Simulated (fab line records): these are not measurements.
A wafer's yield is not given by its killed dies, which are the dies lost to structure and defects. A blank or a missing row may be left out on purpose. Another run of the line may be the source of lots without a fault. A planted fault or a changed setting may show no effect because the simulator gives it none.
fab line records ; flow n5Finfet
record lots=7; wafers=21; lastDay=17
route steps=1938 shown FIN_SAQP@129 FIN_CUT@165 BEOL_M4@1111 PASSIVATION@1936
lots with no fault: from the same line, run without faults
startH: hours from the record's first day to the start of the lot's first wafer shown ; waitH: how many hours have passed since the lot's step before this one ; " the same as in the row above ; L1.1+2: a single row standing in for several wafers ; - no value present, or no start provided ; * or withheld: withheld ; < > ~ a bound
route shown NAME@n: names a module that has steps shown in the file, with the first one's number in the route ; usual: mean/standard deviation taken from wafers without a fault ; same: alike in all rows ; chamber/n: place in a boat ; sites: readings site by site ; _std_site: standard deviation of those values ; _edge_site: mean of outer sites minus mean of inner sites ; radiusMm: how far each site lies from the wafer's centre ; mask NAME#n: copy n ; behind: the tool/chamber that last shaped the wafer ; hold: the reason the lot was held/the length of the hold in hours/how it ended ; device: the transistor (n, p or np) that didn't switch ; end of line: the tests these same wafers got at the end of their route ; for a step that has no rows: nothing shown but its recipe ; killed: count of dies lost to structure and defects at first sort (not the wafer's yield) ; map: shows each die of a wafer: x if killed, . if not, _ if none is there
set.NAME: the setting as run; set.NAME@STEP: as run at that earlier step ; model.NAME: the simulator's own value behind a step, which no gauge read
steps of the route over a sample of lots; a table a step, a row a wafer
services: when a tool's chamber went out of use (startH, in hours from the record's first day, below 0 if earlier), for how many hours, and the reason
## steps
# step N5_FIN_SAQP_ETCH_57
# recipe chemistry=CH3F/O2; target=SiNx; maskMaterial=SiO2; targetDepthA=325; timeS=46.4; pressureMtorr=30; sourceW=395; biasW=73; Ar_flow_sccm=150; CH3F_flow_sccm=30; O2_flow_sccm=20; ionEnergyEv=120; ends=cleared
# usual drypumpMotorCurrentA=5.6/0.56; etchRfOnTimeS=46.4/0.9; oes_ar_750_au=0.78/0.074; oesProductAu=0.67/0.067; rfVppV=300/3.9; showerheadPlenumPTorr=2.02/0.056; throttleValvePct=16.41/0.2
lot.wafer;tool;chamber;startH;waitH;drypumpMotorCurrentA;etchRfOnTimeS;oes_ar_750_au;oesProductAu;rfHoursCounterH;rfVppV;showerheadPlenumPTorr;throttleValvePct
L969.1;rieDiel-01;2;37.03;0.0;6.1;46.9;0.79;0.66;140;296;2.09;16.40
L969.4;rieDiel-01;3;37.03;0.0;5.2;46.4;0.75;0.64;159;303;2.09;16.75
L969.5;rieDiel-01;0;37.03;0.0;5.1;48.0;0.91;0.79;-;305;1.96;16.27
L972.1;rieDiel-06;2;54.26;0.0;6.6;45.9;0.74;0.63;186;302;2.07;16.51
L972.3;rieDiel-06;3;54.26;0.0;5.8;45.7;0.77;0.66;122;297;2.00;16.47
L972.5;rieDiel-06;2;54.26;0.0;6.6;47.3;0.73;0.62;-;302;2.07;16.49
L976.2;rieDiel-01;2;79.07;0.1;6.1;46.6;0.79;0.66;153;296;2.08;16.44
L976.3;rieDiel-01;0;79.07;0.1;5.1;46.8;0.88;0.76;25;306;1.96;16.30
L976.6;rieDiel-01;3;79.07;0.1;5.2;46.0;0.74;0.64;-;303;2.08;16.79
L979.1;rieDiel-06;2;96.54;0.0;6.6;45.6;0.71;0.62;201;303;2.07;16.54
L979.3;rieDiel-06;1;96.54;0.0;5.1;46.1;0.77;0.65;127;297;2.02;16.25
L979.4;rieDiel-06;0;96.54;0.0;4.9;45.3;0.88;0.77;20;302;1.95;16.20
L984.1;rieDiel-06;0;126.39;0.0;4.9;46.3;0.85;0.75;32;301;1.95;16.24
L984.3;rieDiel-06;3;126.39;0.0;5.7;46.5;0.75;0.64;145;298;1.99;16.50
L984.6;rieDiel-06;1;126.39;0.0;5.1;48.4;0.76;0.66;-;296;2.01;16.25
L988.1;rieDiel-05;2;149.98;0.2;5.1;45.5;0.71;0.59;206;307;2.08;16.69
L988.2;rieDiel-05;0;149.98;0.2;6.6;45.9;0.69;0.59;228;297;1.99;16.39
L988.4;rieDiel-05;3;149.98;0.2;5.7;46.4;0.86;0.74;38;297;2.12;15.97
L989.4;rieDiel-01;0;156.53;0.2;5.1;46.0;0.84;0.72;-;305;1.95;16.34
L989.5;rieDiel-01;1;156.53;0.2;5.9;45.6;0.98;0.86;-;300;1.96;16.15
L989.6;rieDiel-01;2;156.53;0.2;6.1;46.8;0.76;0.63;-;296;2.08;16.48
# step N5_FIN_SAQP_ETCH_69
# recipe chemistry=N2/H2; target=SOC; targetDepthA=1500; stopOn=SiNx; ionEnergyEv=100; biasW=61; pressureMtorr=30; sourceW=850; n2FlowSccm=200; h2FlowSccm=200
# usual drypumpMotorCurrentA=5.7/0.55; n2FlowSccm=200.0/0.61; oesProductAu=0.78/0.077; rfVppV=241.3/1.2; showerheadPlenumPTorr=2.58/0.077; throttleValvePct=17.82/0.23
lot.wafer;tool;chamber;startH;waitH;drypumpMotorCurrentA;n2FlowSccm;oesProductAu;rfHoursCounterH;rfVppV;showerheadPlenumPTorr;throttleValvePct
L969.1;rieDiel-06;2;37.70;-;6.6;200.1;0.73;179;242.5;2.63;17.77
L969.4;rieDiel-06;2;37.70;-;6.6;200.7;0.74;-;241.5;2.63;17.76
L969.5;rieDiel-06;3;37.70;-;5.8;201.4;0.77;-;240.9;2.56;17.96
L972.1;rieDiel-06;0;54.93;-;4.9;200.9;0.92;5;240.1;2.50;17.68
L972.3;rieDiel-06;3;54.93;-;5.8;199.4;0.76;122;241.4;2.56;17.94
L972.5;rieDiel-06;3;54.93;-;5.8;200.6;0.77;-;242.7;2.56;17.94
L976.2;rieDiel-06;1;79.81;-;5.2;200.1;0.77;122;240.6;2.55;17.50
L976.3;rieDiel-06;2;79.81;-;6.6;200.3;0.72;195;242.8;2.62;17.80
L976.6;rieDiel-06;0;79.81;-;5.0;198.7;0.90;-;239.5;2.50;17.70
L979.1;rieDiel-05;0;97.21;-;6.6;200.9;0.69;212;240.0;2.51;17.84
L979.3;rieDiel-05;1;97.21;-;5.8;200.3;0.82;67;243.3;2.69;17.92
L979.4;rieDiel-05;2;97.21;-;5.1;202.1;0.71;189;243.0;2.64;18.03
L984.1;rieDiel-05;3;127.06;-;5.7;199.9;0.86;31;243.5;2.70;17.42
L984.3;rieDiel-05;2;127.06;-;5.1;200.0;0.69;200;241.1;2.64;18.07
L984.6;rieDiel-05;1;127.06;-;5.7;199.6;0.81;-;242.6;2.68;17.94
L988.1;rieDiel-01;0;150.72;-;5.2;199.5;0.84;49;239.9;2.46;17.62
L988.2;rieDiel-01;2;150.72;-;6.1;200.2;0.74;175;240.5;2.65;18.04
L988.4;rieDiel-01;2;150.72;-;6.1;200.0;0.74;-;241.5;2.65;18.04
L989.4;rieDiel-06;3;157.16;-;5.8;199.8;0.73;155;240.9;2.54;18.02
L989.5;rieDiel-06;3;157.16;-;5.8;200.8;0.74;-;242.4;2.54;18.00
L989.6;rieDiel-06;2;157.16;-;6.6;199.3;0.69;-;242.4;2.61;17.84
# step N5_FIN_SAQP_ETCH_67
# recipe chemistry=CH3F/O2; target=SiNx; targetDepthA=300; maskMaterial=SOC; pressureMtorr=30; sourceW=395; biasW=73; Ar_flow_sccm=150; CH3F_flow_sccm=30; O2_flow_sccm=20; ionEnergyEv=120
# usual drypumpMotorCurrentA=5.6/0.55; oes_ar_750_au=0.78/0.074; oesProductAu=0.79/0.079; rfVppV=301/4.3; showerheadPlenumPTorr=2.04/0.06; throttleValvePct=16.42/0.22
lot.wafer;tool;chamber;startH;waitH;drypumpMotorCurrentA;oes_ar_750_au;oesProductAu;rfHoursCounterH;rfVppV;showerheadPlenumPTorr;throttleValvePct
L969.1;rieDiel-06;2;37.79;0.1;6.6;0.73;0.74;179;302;2.08;16.49
L969.4;rieDiel-06;2;37.79;0.1;6.6;0.73;0.73;-;303;2.08;16.51
L969.5;rieDiel-06;3;37.79;0.1;5.8;0.77;0.77;-;296;2.00;16.47
L972.1;rieDiel-06;0;54.99;0.0;4.9;0.92;0.93;5;303;1.96;16.21
L972.3;rieDiel-06;3;54.99;0.0;5.8;0.76;0.76;122;297;2.00;16.48
L972.5;rieDiel-06;3;54.99;0.0;5.8;0.77;0.78;-;298;2.00;16.49
L976.2;rieDiel-06;1;79.87;0.0;5.1;0.77;0.77;122;295;2.02;16.25
L976.3;rieDiel-06;2;79.87;0.0;6.6;0.72;0.72;195;303;2.07;16.53
L976.6;rieDiel-06;0;79.87;0.0;4.9;0.90;0.91;-;302;1.95;16.24
L979.1;rieDiel-05;0;97.27;0.0;6.6;0.71;0.69;212;298;1.99;16.36
L979.3;rieDiel-05;1;97.27;0.0;5.8;0.81;0.84;67;307;2.11;16.41
L979.4;rieDiel-05;2;97.27;0.0;5.1;0.72;0.72;189;306;2.09;16.70
L984.1;rieDiel-05;3;127.12;0.0;5.7;0.87;0.88;31;297;2.12;15.97
L984.3;rieDiel-05;2;127.12;0.0;5.1;0.71;0.71;200;306;2.08;16.73
L984.6;rieDiel-05;1;127.12;0.0;5.7;0.81;0.82;-;309;2.10;16.42
L988.1;rieDiel-01;0;150.78;0.0;5.1;0.83;0.86;49;305;1.95;16.37
L988.2;rieDiel-01;2;150.78;0.0;6.1;0.76;0.74;176;296;2.08;16.50
L988.4;rieDiel-01;2;150.78;0.0;6.1;0.75;0.75;-;298;2.08;16.46
L989.4;rieDiel-06;3;157.22;0.0;5.8;0.74;0.74;155;296;1.99;16.56
L989.5;rieDiel-06;3;157.22;0.0;5.8;0.74;0.74;-;298;1.99;16.53
L989.6;rieDiel-06;2;157.22;0.0;6.6;0.70;0.70;-;300;2.06;16.59
# step N5_FIN_SAQP_STRIP_70
# recipe chemistry=N2/H2; powerW=500; tempC=40; pressureMtorr=50; rfFrequencyHz=6e+07; overashFraction=0.3; biasPowerW=28; h2Frac=0.5; n2FlowSccm=300; h2FlowSccm=300
# usual biasPowerW=27.99/0.076; drypumpMotorCurrentA=5.7/0.55; n2FlowSccm=300.0/0.87; oesProductAu=0.79/0.082; rfVppV=122.1/0.86; showerheadPlenumPTorr=3.41/0.098; throttleValvePct=18.8/0.31
lot.wafer;tool;chamber;startH;waitH;biasPowerW;drypumpMotorCurrentA;n2FlowSccm;oesProductAu;rfHoursCounterH;rfVppV;showerheadPlenumPTorr;throttleValvePct
L969.1;rieDiel-06;2;37.85;0.0;27.94;6.6;300.6;0.75;179;123.0;3.47;18.6
L969.4;rieDiel-06;2;37.85;0.0;27.96;6.6;301.5;0.74;-;121.7;3.47;18.6
L969.5;rieDiel-06;3;37.85;0.0;28.13;5.8;300.3;0.77;-;122.7;3.38;19.0
L972.1;rieDiel-06;0;55.03;0.0;28.00;4.9;298.7;0.94;5;120.3;3.31;18.6
L972.3;rieDiel-06;3;55.03;0.0;27.99;5.8;299.6;0.76;122;122.0;3.38;19.0
L972.5;rieDiel-06;3;55.03;0.0;28.05;5.8;300.4;0.76;-;123.0;3.38;19.0
L976.2;rieDiel-06;1;79.91;0.0;27.93;5.2;301.3;0.76;122;121.5;3.36;18.3
L976.3;rieDiel-06;2;79.91;0.0;27.88;6.6;299.9;0.73;195;122.5;3.46;18.6
L976.6;rieDiel-06;0;79.91;0.0;27.94;4.9;299.2;0.91;-;121.1;3.30;18.7
L979.1;rieDiel-05;0;97.31;0.0;27.95;6.6;300.7;0.70;212;121.6;3.32;19.3
L979.3;rieDiel-05;1;97.31;0.0;27.86;5.8;299.3;0.82;67;123.0;3.54;19.0
L979.4;rieDiel-05;2;97.31;0.0;28.11;5.2;300.2;0.71;189;121.5;3.49;19.0
L984.1;rieDiel-05;3;127.16;0.0;28.07;5.7;299.1;0.89;31;122.8;3.55;18.5
L984.3;rieDiel-05;2;127.16;0.0;28.04;5.1;300.8;0.70;200;122.0;3.48;19.0
L984.6;rieDiel-05;1;127.16;0.0;27.97;5.8;299.9;0.81;-;122.4;3.53;19.1
L988.1;rieDiel-01;0;150.82;0.0;27.85;5.2;300.5;0.85;49;122.4;3.25;18.5
L988.2;rieDiel-01;2;150.82;0.0;28.01;6.1;298.9;0.74;176;122.2;3.49;19.2
L988.4;rieDiel-01;2;150.82;0.0;27.91;6.1;299.2;0.74;-;123.5;3.49;19.2
L989.4;rieDiel-06;3;157.26;0.0;27.94;5.8;301.4;0.75;155;121.0;3.36;19.0
L989.5;rieDiel-06;3;157.26;0.0;27.99;5.8;301.1;0.75;-;120.7;3.36;19.0
L989.6;rieDiel-06;2;157.26;0.0;28.12;6.6;300.8;0.71;-;122.0;3.44;18.6
# step N5_FIN_SAQP_INSPECT_40
# recipe inspectInstrument=brightfield; mode=aei
# usual rawDefectCount=214/59
lot.wafer;tool;chamber;startH;waitH;rawDefectCount
L969.1;defectInspect-02;-;39.38;0.0;190
L969.4;defectInspect-02;-;39.38;0.0;218
L969.5;defectInspect-02;-;39.38;0.0;205
L972.1;defectInspect-01;-;56.64;0.0;365
L972.3;defectInspect-01;-;56.64;0.0;383
L972.5;defectInspect-01;-;56.64;0.0;414
L976.2;defectInspect-01;-;81.22;0.0;559
L976.3;defectInspect-01;-;81.22;0.0;433
L976.6;defectInspect-01;-;81.22;0.0;409
L979.1;defectInspect-01;-;98.62;0.0;220
L979.3;defectInspect-01;-;98.62;0.0;147
L979.4;defectInspect-01;-;98.62;0.0;187
L984.1;defectInspect-02;-;128.47;0.0;149
L984.3;defectInspect-02;-;128.47;0.0;179
L984.6;defectInspect-02;-;128.47;0.0;196
L988.1;defectInspect-01;-;152.24;0.0;205
L988.2;defectInspect-01;-;152.24;0.0;140
L988.4;defectInspect-01;-;152.24;0.0;192
L989.4;defectInspect-02;-;158.57;0.0;159
L989.5;defectInspect-02;-;158.57;0.0;166
L989.6;defectInspect-02;-;158.57;0.0;154
# step N5_FIN_CUT_INSPECT_10
# recipe mode=adi; inspectInstrument=brightfield
# usual rawDefectCount=39/11
lot.wafer;tool;chamber;startH;waitH;rawDefectCount
L969.1;defectInspect-01;-;39.90;0.1;27
L969.4;defectInspect-01;-;39.90;0.1;36
L969.5;defectInspect-01;-;39.90;0.1;30
L972.1;defectInspect-01;-;57.03;0.1;239
L972.3;defectInspect-01;-;57.03;0.1;267
L972.5;defectInspect-01;-;57.03;0.1;264
L976.2;defectInspect-01;-;81.74;0.0;284
L976.3;defectInspect-01;-;81.74;0.0;274
L976.6;defectInspect-01;-;81.74;0.0;263
L979.1;defectInspect-02;-;99.01;0.1;45
L979.3;defectInspect-02;-;99.01;0.1;21
L979.4;defectInspect-02;-;99.01;0.1;43
L984.1;defectInspect-01;-;128.99;0.1;39
L984.3;defectInspect-01;-;128.99;0.1;44
L984.6;defectInspect-01;-;128.99;0.1;27
L988.1;defectInspect-02;-;152.63;0.1;42
L988.2;defectInspect-02;-;152.63;0.1;25
L988.4;defectInspect-02;-;152.63;0.1;30
L989.4;defectInspect-02;-;158.96;0.0;31
L989.5;defectInspect-02;-;158.96;0.0;34
L989.6;defectInspect-02;-;158.96;0.0;35
# step N5_FIN_CUT_INSPECT_17
# recipe inspectInstrument=brightfield; mode=aei
# usual rawDefectCount=215/61
lot.wafer;tool;chamber;startH;waitH;rawDefectCount
L969.1;defectInspect-01;-;40.86;0.0;175
L969.4;defectInspect-01;-;40.86;0.0;206
L969.5;defectInspect-01;-;40.86;0.0;179
L972.1;defectInspect-01;-;58.11;0.0;383
L972.3;defectInspect-01;-;58.11;0.0;392
L972.5;defectInspect-01;-;58.11;0.0;446
L976.2;defectInspect-01;-;82.69;0.0;564
L976.3;defectInspect-01;-;82.69;0.0;418
L976.6;defectInspect-01;-;82.69;0.0;427
L979.1;defectInspect-02;-;99.96;0.0;242
L979.3;defectInspect-02;-;99.96;0.0;181
L979.4;defectInspect-02;-;99.96;0.0;216
L984.1;defectInspect-01;-;129.93;0.0;136
L984.3;defectInspect-01;-;129.93;0.0;159
L984.6;defectInspect-01;-;129.93;0.0;159
L988.1;defectInspect-01;-;153.89;0.0;220
L988.2;defectInspect-01;-;153.89;0.0;149
L988.4;defectInspect-01;-;153.89;0.0;185
L989.4;defectInspect-01;-;160.11;0.0;140
L989.5;defectInspect-01;-;160.11;0.0;143
L989.6;defectInspect-01;-;160.11;0.0;134
# step N5_BEOL_M4_RC_MEAS_101
# usual DIBL_N=35.8/1.6; DIBL_P=36.0/2.1; IOFF_N=0.153/0.026; IOFF_P=0.21/0.037; ION_N=673/11; ION_P=462/7.6; SS_N=71.4/0.53; SS_P=73.2/0.67; VT_N=250/3.2; VT_P=-250/3.7
lot.wafer;tool;chamber;startH;waitH;DIBL_N[mV/V];DIBL_P[mV/V];IOFF_N[nA/um];IOFF_P[nA/um];ION_N[uA/um];ION_P[uA/um];SS_N[mV/dec];SS_P[mV/dec];VT_N[mV];VT_P[mV]
L969.1;prober-01;0;191.95;0.0;36.7;38.9;0.176;0.28;693;472;71.4;74.1;250;-243
L969.4;prober-01;0;191.95;0.0;37.7;40.2;0.201;0.32;682;477;72.1;74.1;246;-240
L969.5;prober-01;0;191.95;0.0;35.7;37.7;0.146;0.26;673;470;71.0;73.2;252;-244
L972.1;prober-02;0;198.55;0.0;34.5;35.5;0.142;0.20;675;468;71.3;72.8;251;-250
L972.3;prober-02;0;198.55;0.0;33.6;34.5;0.126;0.17;665;452;71.1;72.9;250;-254
L972.5;prober-02;0;198.55;0.0;33.7;34.1;0.124;0.17;670;447;71.2;72.5;252;-252
L976.2;prober-01;0;224.95;0.2;35.2;35.2;0.136;0.18;671;462;71.4;73.4;250;-252
L976.3;prober-01;0;224.95;0.2;35.3;35.7;0.153;0.20;688;468;70.8;72.8;249;-249
L976.6;prober-01;0;224.95;0.2;36.4;37.6;0.168;0.22;688;469;71.9;72.6;246;-248
L979.1;prober-02;0;240.69;0.0;33.4;32.2;0.113;0.16;656;449;71.4;71.8;254;-252
L979.3;prober-02;0;240.69;0.0;33.7;32.9;0.112;0.17;659;457;70.6;72.4;255;-251
L979.4;prober-02;0;240.69;0.0;36.6;37.2;0.168;0.23;684;465;71.2;73.2;249;-248
L984.1;prober-01;0;275.89;0.0;35.1;36.0;0.145;0.19;665;459;70.7;73.7;251;-252
L984.3;prober-01;0;275.89;0.0;35.1;35.8;0.148;0.19;671;458;71.4;72.8;249;-250
L984.6;prober-01;0;275.89;0.0;37.1;38.2;0.178;0.22;678;460;72.4;74.1;249;-252
L988.1;prober-02;0;302.40;0.0;37.5;38.2;0.156;0.21;668;458;71.6;73.6;251;-251
L988.2;prober-02;0;302.40;0.0;38.3;39.0;0.157;0.24;672;469;71.8;74.3;252;-250
L988.4;prober-02;0;302.40;0.0;38.3;38.8;0.167;0.22;674;458;71.5;73.8;248;-249
L989.4;prober-01;0;302.60;0.5;33.2;32.0;0.110;0.15;664;457;70.9;71.6;256;-254
L989.5;prober-01;0;302.60;0.5;34.2;32.8;0.118;0.15;667;458;71.0;72.4;253;-256
L989.6;prober-01;0;302.60;0.5;37.3;37.4;0.188;0.24;685;467;71.0;73.3;246;-250
# step N5_PASSIVATION_PROBE_49
# usual defectLimitedYield=91.3/1.5; killed_at_M0_to_M3=33/12; killed_at_M4_up=13/5.2; killedAtContacts=13/6.7; killedAtFrontEnd=40/11; killedAtOther=4.1/2.7; killedDies=103/17; killedOpen=69/13; killedShort=33/8.4; sort_bin_5_function=5.1/1; sort_bin_6_memory=3.2/0.62; sortNPass=1077/17; sortYieldPct=91.3/1.5
# same grossDies=1180; killedAtBackSide=0; sort_bin_4_leakage[%]=0; sort_bin_8_speed[%]=0
lot.wafer;tool;chamber;startH;waitH;defectLimitedYield[%];killed_at_M0_to_M3;killed_at_M4_up;killedAtContacts;killedAtFrontEnd;killedAtOther;killedDies;killedOpen;killedShort;sort_bin_5_function[%];sort_bin_6_memory[%];sortNPass;sortYieldPct[%]
L972.1;prober-01;-;311.91;0.0;83.0;40;7;27;118;9;201;76;39;10.8;4.8;979;83.0
L972.3;prober-01;-;312.01;0.1;86.5;38;10;19;87;5;159;62;38;8.3;4.3;1021;86.5
L972.5;prober-01;-;312.11;0.2;88.1;35;8;14;77;6;140;59;22;7.6;3.3;1040;88.1
L976.2;prober-01;-;325.53;0.1;86.1;17;10;14;116;7;164;53;33;9.2;3.6;1016;86.1
L976.3;prober-01;-;325.58;0.1;85.3;25;12;8;120;8;173;51;32;9.9;3.9;1007;85.3
L976.6;prober-01;-;325.73;0.3;86.4;20;6;17;113;4;160;36;37;8.9;3.7;1020;86.4
# killed by level:class
L972.1 FIN_SAQP:unspecified=85 MOL_CONTACT_COAG:geometricParticle:open=18 STI_FIN_REVEAL:geometricParticle:open=14 BEOL_M0_SAQP:geometricParticle:open=11 MOL_CONTACT_COAG:geometricParticle:short=9 BEOL_M1:geometricParticle:open=9 BEOL_M0_SAQP:geometricParticle:short=6 FIN_CUT:geometricParticle:short=4
L972.3 FIN_SAQP:unspecified=57 MOL_CONTACT_COAG:geometricParticle:open=15 BEOL_M0_SAQP:geometricParticle:short=12 BEOL_M0_SAQP:geometricParticle:open=8 GATE_CUT:geometricParticle:short=7 STI_FIN_REVEAL:geometricParticle:open=6 BEOL_M3:geometricParticle:open=6 BEOL_M2:geometricParticle:open=5
L972.5 FIN_SAQP:unspecified=59 MOL_CONTACT_COAG:geometricParticle:open=13 BEOL_M0_SAQP:geometricParticle:open=12 BEOL_M0:geometricParticle:open=6 BEOL_M3:geometricParticle:open=6 BEOL_M0_SAQP:geometricParticle:short=5 BEOL_M3:geometricParticle:short=4 STI_FIN_REVEAL:geometricParticle:open=3
L976.2 FIN_SAQP:unspecified=78 FIN_SAQP:geometricParticle:open=14 MOL_CONTACT_COAG:geometricParticle:open=9 BEOL_M0_SAQP:geometricParticle:open=7 BEOL_M0_SAQP:geometricParticle:short=6 MOL_CONTACT_COAG:geometricParticle:short=5 FIN_SAQP:geometricParticle:short=4 STI_FIN_REVEAL:geometricParticle:open=4
L976.3 FIN_SAQP:unspecified=88 STI_FIN_REVEAL:geometricParticle:open=9 MOL_CONTACT_COAG:geometricParticle:short=6 BEOL_M0_SAQP:geometricParticle:short=6 DUMMY_GATE:geometricParticle:open=5 BEOL_M0_SAQP:geometricParticle:open=5 BEOL_M2:geometricParticle:open=5 GATE_CUT:geometricParticle:open=4
L976.6 FIN_SAQP:unspecified=86 MOL_CONTACT_COAG:geometricParticle:short=11 STI_FIN_REVEAL:geometricParticle:open=7 MOL_CONTACT_COAG:geometricParticle:open=6 BEOL_M0_SAQP:geometricParticle:short=5 BEOL_M2:geometricParticle:open=5 STARTING-WAFER:geometricParticle:short=5 GATE_CUT:geometricParticle:short=4
## services
tool;chamber;startH;hours;kind
rieDiel-05;3;19.59;-;clean
rieDiel-05;3;19.59;-;consumableReplace:focusRing
rieDiel-05;3;19.59;-;consumableReplace:showerhead
rieDiel-05;3;19.59;18.6;scheduledDown
rieDiel-05;3;19.59;18.6;ventCycle
rieDiel-06;0;24.86;-;clean
rieDiel-06;0;24.86;-;consumableReplace:focusRing
rieDiel-06;0;24.86;16.6;scheduledDown
rieDiel-06;0;24.86;16.6;ventCycle
rieDiel-01;-;27.47;0.9;repair
rieDiel-06;1;35.52;4.5;repair
rieDiel-06;1;41.28;3.1;repair
rieDiel-06;3;73.64;6.6;repair
rieDiel-05;2;80.74;5.5;repair
rieDiel-05;0;110.92;6.6;repair
rieDiel-06;1;116.06;7.0;repair
rieDiel-01;1;140.38;-;clean
rieDiel-01;1;140.38;-;consumableReplace:focusRing
rieDiel-01;1;140.38;15.4;scheduledDown
rieDiel-01;1;140.38;15.4;ventCycle
## key
firstSign step=N5_FIN_SAQP_INSPECT_40; reading=rawDefectCount; direction=up; sigmas=3.6; usual=214; struck=427
effect step=N5_FIN_CUT_INSPECT_10; reading=rawDefectCount; direction=up; sigmas=21; usual=39; struck=265
effect step=N5_FIN_CUT_INSPECT_17; reading=rawDefectCount; direction=up; sigmas=3.6; usual=215; struck=438
effect step=N5_PASSIVATION_PROBE_49; reading=killedAtFrontEnd; direction=up; sigmas=5.9; usual=40; struck=105
moreKillsBornAt N5_FIN_SAQP_ETCH_69@rieDiel-06=453
metAt N5_FIN_SAQP_ETCH_69
struckLots L972,L976
notActingAt N5_FIN_SAQP_ETCH_57,N5_FIN_SAQP_ETCH_67,N5_FIN_SAQP_STRIP_70
onsetBetween 37.70 54.93
fault kind=chamberParticleSource; tool=rieDiel-06; chamber=-; onsetH=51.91; steps=N5_FIN_SAQP_ETCH_69; ratePerVisitCm2=0.38162; endH=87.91
